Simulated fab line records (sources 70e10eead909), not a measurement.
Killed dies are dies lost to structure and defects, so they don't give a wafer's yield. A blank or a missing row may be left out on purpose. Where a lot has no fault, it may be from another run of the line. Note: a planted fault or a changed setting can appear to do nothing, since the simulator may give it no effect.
fab line records    flow nand-harc
[record] lots = 13  wafers = 39  last-day = 31
route steps=1302 shown A_STAIRCASE@736
lots with no fault: from the same line, run without faults
start-h: the number of hours between the record's first day and the start of the first shown wafer of the lot    wait-h: time in hours since the lot's previous step    " same as the row above    L1.1+2: a row that stands for several wafers    - no value present, or no start provided    * or withheld: withheld    < > ~ a bound
route shown NAME@n: names a module that has steps shown in the file, with the first one's number in the route    usual: mean and standard deviation over wafers with no fault    same: alike in all rows    chamber/n: place in a boat    sites: readings site by site    _std_site: standard deviation across them    _edge_site: inner sites' mean taken away from outer sites' mean    radius-mm: how far each site lies from the wafer's centre    mask NAME#n: copy n    behind: tool/chamber where the wafer was last shaped    hold: the reason the lot was held/the length of the hold in hours/how it ended    device: transistor that didn't switch, given as n, p or np    end of line: tests run on the same wafers once the route is complete    step lacking rows: just its recipe    killed: the dies lost at the first sort to structure and to defects; this is not the yield of the wafer    map: a wafer's dies, marking killed ones x, the rest . and places with no die _
set.NAME: the setting that was run; set.NAME@STEP: the one run at that earlier step    model.NAME: the simulator's own value behind a step, which no gauge read
steps of the route over a sample of lots; a table a step, a row a wafer
services: when a tool's chamber went out of use (start-h, in hours from the record's first day, below 0 if earlier), for how many hours, and the reason
[[steps]]
[step NHARC_A_STAIRCASE_TRIM_222]
[recipe] time-s = 211.2  o2-flow-sccm = 500  ar-flow-sccm = 0  bias-w = 0  chemistry = O2
[usual] drypump-motor-current-A = 6.0/0.42  oes-product-au = 0.996/0.0095  rf-vpp-V = 57.7/0.87  showerhead-plenum-p-Torr = 3.47/0.13  throttle-valve-pct = 17.036/0.0093
[same] time-s = 211.2
lot.wafer  tool         chamber  start-h  wait-h  drypump-motor-current-A  oes-product-au  rf-hours-counter-h  rf-vpp-V  showerhead-plenum-p-Torr  throttle-valve-pct
L273.4     rie-diel-05  0        -        -       6.8                      1.007           28                  57.6      3.30                      17.029
L273.2     "            2        "        "       5.9                      0.985           32                  57.7      3.44                      17.039
L273.5     "            1        "        "       6.2                      0.991           -                   59.3      3.67                      17.041
L274.4     rie-diel-02  3        -        -       6.1                      1.012           49                  57.0      3.51                      17.037
L274.2     "            2        "        "       6.0                      1.016           49                  56.6      3.34                      17.025
L274.5     "            3        "        "       6.1                      1.005           -                   58.7      3.51                      17.032
L277.1     rie-diel-02  3        -        -       6.1                      1.008           57                  57.5      3.50                      17.046
L277.3     "            2        "        "       6.0                      1.010           58                  57.2      3.33                      17.039
L277.5     "            1        "        "       6.0                      0.993           -                   59.3      3.41                      17.049
L276.4     rie-diel-05  1        -        -       6.2                      0.990           48                  57.8      3.66                      17.035
L276.1     "            0        "        "       6.7                      1.016           44                  57.6      3.29                      17.048
L276.6     "            1        "        "       6.2                      0.986           -                   58.1      3.66                      17.029
L278.6     rie-diel-03  0        -        -       5.7                      0.978           -                   57.3      3.58                      17.029
L278.4     "            2        "        "       6.6                      0.988           -                   57.2      3.30                      17.024
L278.5     "            3        "        "       6.4                      0.984           -                   57.6      3.53                      17.048
L279.4     rie-diel-05  0        -        -       6.6                      0.997           1                   57.3      3.29                      17.038
L279.2     "            2        "        "       5.8                      0.999           1                   56.1      3.44                      17.039
L279.5     "            0        "        "       6.7                      1.006           -                   57.5      3.29                      17.024
L281.4     rie-diel-03  0        -        -       5.7                      0.990           46                  58.8      3.57                      17.040
L281.3     "            1        "        "       5.6                      1.004           34                  58.9      3.63                      17.021
L281.1     "            2        "        "       6.6                      0.991           52                  56.5      3.30                      17.038
L280.4     rie-diel-05  1        -        -       6.2                      0.974           6                   57.3      3.66                      17.025
L280.2     "            0        "        "       6.7                      0.996           7                   56.7      3.29                      17.047
L280.5     "            2        "        "       5.8                      0.993           -                   56.8      3.43                      17.032
L284.1     rie-diel-05  0        -        -       6.7                      0.990           18                  57.3      3.28                      17.041
L284.2     "            1        "        "       6.2                      0.982           17                  57.5      3.65                      17.050
L284.6     "            0        "        "       6.7                      0.990           -                   58.1      3.28                      17.033
L282.2     rie-diel-03  0        -        -       5.7                      0.987           0                   58.4      3.57                      17.017
L282.3     "            1        "        "       5.6                      1.000           0                   58.2      3.63                      17.026
L282.4     "            2        "        "       6.6                      0.993           0                   57.8      3.29                      17.051
L283.4     rie-diel-05  2        -        -       5.8                      0.994           18                  57.4      3.43                      17.041
L283.3     "            3        "        "       5.2                      0.993           19                  58.4      3.54                      17.024
L283.5     "            2        "        "       5.8                      1.002           -                   56.7      3.43                      17.021
L285.3     rie-diel-02  3        -        -       6.1                      1.003           23                  58.5      3.49                      17.040
L285.5     "            3        "        "       6.1                      1.002           -                   58.0      3.49                      17.040
L285.6     "            0        "        "       5.6                      1.017           -                   58.4      3.58                      17.027
L290.3     rie-diel-02  2        -        -       6.0                      1.005           45                  56.8      3.31                      17.047
L290.1     "            3        "        "       6.2                      1.003           39                  57.2      3.48                      17.030
L290.5     "            1        "        "       6.0                      0.992           -                   56.9      3.38                      17.034
[step NHARC_A_STAIRCASE_ETCH_223]
[recipe] target-depth-a = 1000  time-s = 40.5  ion-energy-ev = 400  c4f8-flow-sccm = 20  o2-flow-sccm = 10  ar-flow-sccm = withheld  rf-w = 600  bias-w = 1000  chemistry = C4F8/O2
[usual] oes-product-au = 0.938/0.011  rf-fwd-power-W = 592/3.1  rf-vpp-V = 894/4.7
[same] time-s = 40.5
lot.wafer  tool         chamber  start-h  wait-h  oes-product-au  rf-fwd-power-W  rf-hours-counter-h  rf-vpp-V
L273.2     rie-diel-05  3        -        -       0.954           589             26                  897
L273.4     "            0        "        "       0.932           597             28                  886
L273.5     "            3        "        "       0.945           588             -                   897
L274.4     rie-diel-02  2        -        -       0.966           590             49                  890
L274.2     "            3        "        "       0.956           590             49                  896
L274.5     "            1        "        "       0.954           590             -                   893
L277.1     rie-diel-02  2        -        -       0.937           592             58                  887
L277.3     "            1        "        "       0.931           591             61                  892
L277.5     "            1        "        "       0.935           593             -                   893
L276.4     rie-diel-05  3        -        -       0.948           588             40                  898
L276.1     "            0        "        "       0.942           592             44                  888
L276.6     "            2        "        "       0.926           591             -                   894
L278.5     rie-diel-03  3        -        -       0.935           591             -                   895
L278.4     "            0        "        "       0.938           590             -                   898
L278.6     "            2        "        "       0.933           583             -                   888
L279.2     rie-diel-05  0        -        -       0.940           596             1                   886
L279.4     "            2        "        "       0.954           591             1                   892
L279.5     "            1        "        "       0.930           598             -                   901
L281.4     rie-diel-03  0        -        -       0.926           593             46                  897
L281.3     "            1        "        "       0.945           596             34                  899
L281.1     "            3        "        "       0.929           594             52                  897
L280.2     rie-diel-05  0        -        -       0.937           594             7                   888
L280.4     "            1        "        "       0.919           597             6                   901
L280.5     "            0        "        "       0.940           595             -                   887
L284.2     rie-diel-05  2        -        -       0.942           592             17                  892
L284.1     "            0        "        "       0.926           593             18                  886
L284.6     "            3        "        "       0.946           588             -                   897
L282.2     rie-diel-03  0        -        -       0.929           594             0                   896
L282.3     "            2        "        "       0.942           586             0                   886
L282.4     "            3        "        "       0.926           590             1                   896
L283.3     rie-diel-05  0        -        -       0.929           595             20                  887
L283.4     "            1        "        "       0.922           595             19                  899
L283.5     "            3        "        "       0.954           588             -                   898
L285.3     rie-diel-02  2        -        -       0.957           593             28                  888
L285.5     "            2        "        "       0.955           593             -                   888
L285.6     "            3        "        "       0.958           590             -                   893
L290.3     rie-diel-02  2        -        -       0.926           596             45                  888
L290.1     "            3        "        "       0.927           592             40                  895
L290.5     "            3        "        "       0.926           592             -                   894
[step NHARC_A_STAIRCASE_TRIM_224]
[recipe] time-s = 211.2  o2-flow-sccm = 500  ar-flow-sccm = 0  bias-w = 0  chemistry = O2
[usual] drypump-motor-current-A = 6.0/0.42  oes-product-au = 0.997/0.0095  rf-vpp-V = 57.7/0.9  showerhead-plenum-p-Torr = 3.47/0.12  throttle-valve-pct = 17.037/0.0098
[same] time-s = 211.2
lot.wafer  tool         chamber  start-h  wait-h  drypump-motor-current-A  oes-product-au  rf-hours-counter-h  rf-vpp-V  showerhead-plenum-p-Torr  throttle-valve-pct
L273.4     rie-diel-05  0        -        -       6.7                      1.019           29                  57.9      3.30                      17.041
L273.2     "            1        "        "       6.2                      1.003           35                  57.1      3.67                      17.026
L273.5     "            3        "        "       5.2                      0.998           -                   57.4      3.56                      17.031
L274.4     rie-diel-02  3        -        -       6.1                      1.005           49                  58.8      3.51                      17.027
L274.2     "            2        "        "       6.0                      1.005           49                  56.9      3.34                      17.047
L274.5     "            0        "        "       5.6                      0.986           -                   59.0      3.61                      17.039
L277.3     rie-diel-02  2        -        -       6.0                      1.003           58                  56.6      3.33                      17.039
L277.1     "            1        "        "       6.0                      0.991           62                  56.6      3.41                      17.047
L277.5     "            2        "        "       6.0                      1.002           -                   57.8      3.33                      17.044
L276.1     rie-diel-05  1        -        -       6.2                      0.983           48                  57.0      3.66                      17.054
L276.4     "            2        "        "       5.9                      0.999           44                  57.3      3.44                      17.017
L276.6     "            1        "        "       6.2                      0.995           -                   58.9      3.66                      17.031
L278.5     rie-diel-03  3        -        -       6.3                      1.004           -                   59.1      3.53                      17.027
L278.6     "            0        "        "       5.7                      0.995           -                   58.2      3.58                      17.034
L278.4     "            2        "        "       6.6                      0.999           -                   57.5      3.30                      17.020
L279.2     rie-diel-05  2        -        -       5.9                      0.993           1                   56.7      3.44                      17.040
L279.4     "            3        "        "       5.2                      0.995           1                   57.9      3.55                      17.040
L279.5     "            2        "        "       5.9                      1.006           -                   56.6      3.44                      17.041
L281.4     rie-diel-03  0        -        -       5.7                      0.977           46                  56.5      3.57                      17.033
L281.3     "            1        "        "       5.6                      1.001           34                  58.0      3.63                      17.037
L281.1     "            3        "        "       6.3                      0.991           52                  58.7      3.52                      17.037
L280.4     rie-diel-05  3        -        -       5.2                      0.995           7                   56.2      3.55                      17.037
L280.2     "            0        "        "       6.8                      1.007           7                   58.6      3.29                      17.043
L280.5     "            1        "        "       6.2                      0.979           -                   58.6      3.66                      17.046
L284.1     rie-diel-05  1        -        -       6.2                      0.979           17                  58.0      3.65                      17.045
L284.2     "            3        "        "       5.2                      1.004           18                  58.3      3.54                      17.019
L284.6     "            0        "        "       6.7                      0.983           -                   57.3      3.28                      17.062
L282.2     rie-diel-03  2        -        -       6.6                      0.989           0                   57.5      3.29                      17.032
L282.4     "            3        "        "       6.4                      0.984           1                   57.8      3.52                      17.046
L282.3     "            1        "        "       5.6                      0.991           0                   58.7      3.63                      17.039
L283.3     rie-diel-05  2        -        -       5.8                      0.995           18                  57.4      3.43                      17.027
L283.4     "            1        "        "       6.2                      0.983           19                  56.8      3.65                      17.037
L283.5     "            2        "        "       5.8                      0.995           -                   56.9      3.43                      17.040
L285.3     rie-diel-02  2        -        -       6.0                      1.014           28                  56.7      3.32                      17.056
L285.6     "            2        "        "       6.0                      1.009           -                   56.0      3.32                      17.056
L285.5     "            3        "        "       6.1                      1.006           -                   57.5      3.49                      17.023
L290.1     rie-diel-02  2        -        -       6.0                      1.002           45                  57.9      3.31                      17.057
L290.3     "            3        "        "       6.2                      1.002           40                  56.1      3.48                      17.038
L290.5     "            1        "        "       6.0                      1.004           -                   56.4      3.38                      17.034
[step NHARC_A_STAIRCASE_ETCH_230]
[recipe] target-depth-a = 1000  time-s = 40.5  ion-energy-ev = 400  c4f8-flow-sccm = 20  o2-flow-sccm = 10  ar-flow-sccm = withheld  rf-w = 600  bias-w = 1000  chemistry = C4F8/O2
[usual] oes-product-au = 0.947/0.017  rf-fwd-power-W = 592/3.3  rf-vpp-V = 894/4.5
[same] time-s = 40.5
lot.wafer  tool         chamber  start-h  wait-h  oes-product-au  rf-fwd-power-W  rf-hours-counter-h  rf-vpp-V
L273.4     rie-diel-05  0        358.01   -       0.957           599             29                  889
L273.2     "            1        "        "       0.941           596             35                  901
L273.5     "            2        "        "       0.941           590             -                   892
L274.2     rie-diel-02  0        365.24   -       0.943           597             51                  896
L274.4     "            1        "        "       0.950           589             51                  892
L274.5     "            0        "        "       0.947           597             -                   899
L277.3     rie-diel-02  1        393.25   -       0.938           586             62                  891
L277.1     "            2        "        "       0.942           596             58                  888
L277.5     "            2        "        "       0.952           594             -                   888
L276.4     rie-diel-05  1        397.32   -       0.934           597             49                  899
L276.1     "            2        "        "       0.935           591             44                  893
L276.6     "            1        "        "       0.945           597             -                   900
L278.6     rie-diel-03  0        402.27   -       0.931           593             -                   896
L278.4     "            2        "        "       0.943           589             -                   887
L278.5     "            3        "        "       0.932           590             -                   897
L279.4     rie-diel-03  3        420.66   -       0.953           592             46                  897
L279.2     "            0        "        "       0.960           593             42                  898
L279.5     "            2        "        "       0.954           586             -                   887
L281.1     rie-diel-02  1        434.77   -       0.921           589             13                  890
L281.3     "            2        "        "       0.927           591             12                  888
L281.4     "            3        "        "       0.982           593             5                   895
L280.2     rie-diel-02  2        436.06   -       0.960           596             12                  888
L280.4     "            0        "        "       0.987           593             14                  899
L280.5     "            2        "        "       0.956           597             -                   889
L284.2     rie-diel-02  1        471.40   -       0.969           587             26                  894
L284.1     "            3        "        "       0.971           588             22                  895
L284.6     "            1        "        "       0.972           589             -                   891
L282.4     rie-diel-02  3        471.68   -       0.959           594             22                  894
L282.3     "            0        "        "       0.970           592             28                  896
L282.2     "            1        "        "       0.954           588             26                  893
L283.3     rie-diel-03  3        475.27   -       0.959           592             1                   894
L283.4     "            1        "        "       0.975           594             1                   900
L283.5     "            3        "        "       0.956           593             -                   895
L285.3     rie-diel-05  0        476.05   -       0.956           597             20                  885
L285.5     "            1        "        "       0.955           597             -                   901
L285.6     "            2        "        "       0.971           590             -                   892
L290.3     rie-diel-03  0        535.02   -       1.177           832             21                  897
L290.1     "            1        "        "       0.933           595             16                  899
L290.5     "            3        "        "       0.944           593             -                   896
[[services]]
tool         chamber  start-h  hours  kind
rie-diel-05  0        336.88   -      clean
rie-diel-05  1        336.88   -      clean
rie-diel-05  2        336.88   -      clean
rie-diel-05  3        336.88   -      clean
rie-diel-03  0        337.37   3.0    repair
rie-diel-03  2        340.82   2.7    repair
rie-diel-05  0        361.38   -      clean
rie-diel-05  1        361.38   -      clean
rie-diel-05  2        361.38   -      clean
rie-diel-05  3        361.38   -      clean
rie-diel-03  1        384.70   31.3   repair
rie-diel-05  0        385.99   -      clean
rie-diel-05  1        385.99   -      clean
rie-diel-05  2        385.99   -      clean
rie-diel-05  3        385.99   -      clean
rie-diel-02  -        394.44   9.0    pm
rie-diel-05  -        406.98   9.0    pm
rie-diel-05  0        406.98   9.0    vent-cycle
rie-diel-05  1        406.98   9.0    vent-cycle
rie-diel-02  3        413.34   12.9   repair
rie-diel-03  -        458.30   9.0    pm
rie-diel-03  0        485.25   7.6    repair
rie-diel-05  -        508.42   0.2    repair
rie-diel-03  1        518.37   15.8   repair
[[key]]
[first-sign] step = NHARC_A_STAIRCASE_ETCH_230  reading = rf-fwd-power-W  direction = up  sigmas = 73  usual = *  struck = *
[effect] step = NHARC_A_STAIRCASE_ETCH_230  reading = oes-product-au  direction = up  sigmas = 13  usual = 0.947  struck = 1.177
met-at NHARC_A_STAIRCASE_ETCH_230
struck-lots L290
struck-wafers L290.3
later-rows-left-out L290.3
sort-left-out L290.3
tester-left-out L290
not-acting-at NHARC_A_STAIRCASE_TRIM_222,NHARC_A_STAIRCASE_ETCH_223,NHARC_A_STAIRCASE_TRIM_224
onset-between 420.66 535.02
[fault] kind = process-parameter-drift  tool = rie-diel-03  chamber = 0  onset-h = 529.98  steps = NHARC_A_STAIRCASE_ETCH_230  channel = rf-w  offset = *  shape = step  end-h = 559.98  acts-in = *  stated = *
// tester-left-out: of these lots the tester's yield and bins aren't shown, on N5 and GAA mostly nor the transistor test; their killed dies are dies lost to structure and defects alone, not to doping, threshold or leakage, so they don't give the yield
// sort-left-out: the simulated sort isn't trusted on such a fault, so these wafers' sort isn't shown, and their yield isn't known
// later-rows-left-out: the simulator's readings of these wafers behind a module that went badly wrong aren't trusted and aren't shown, but for the sort
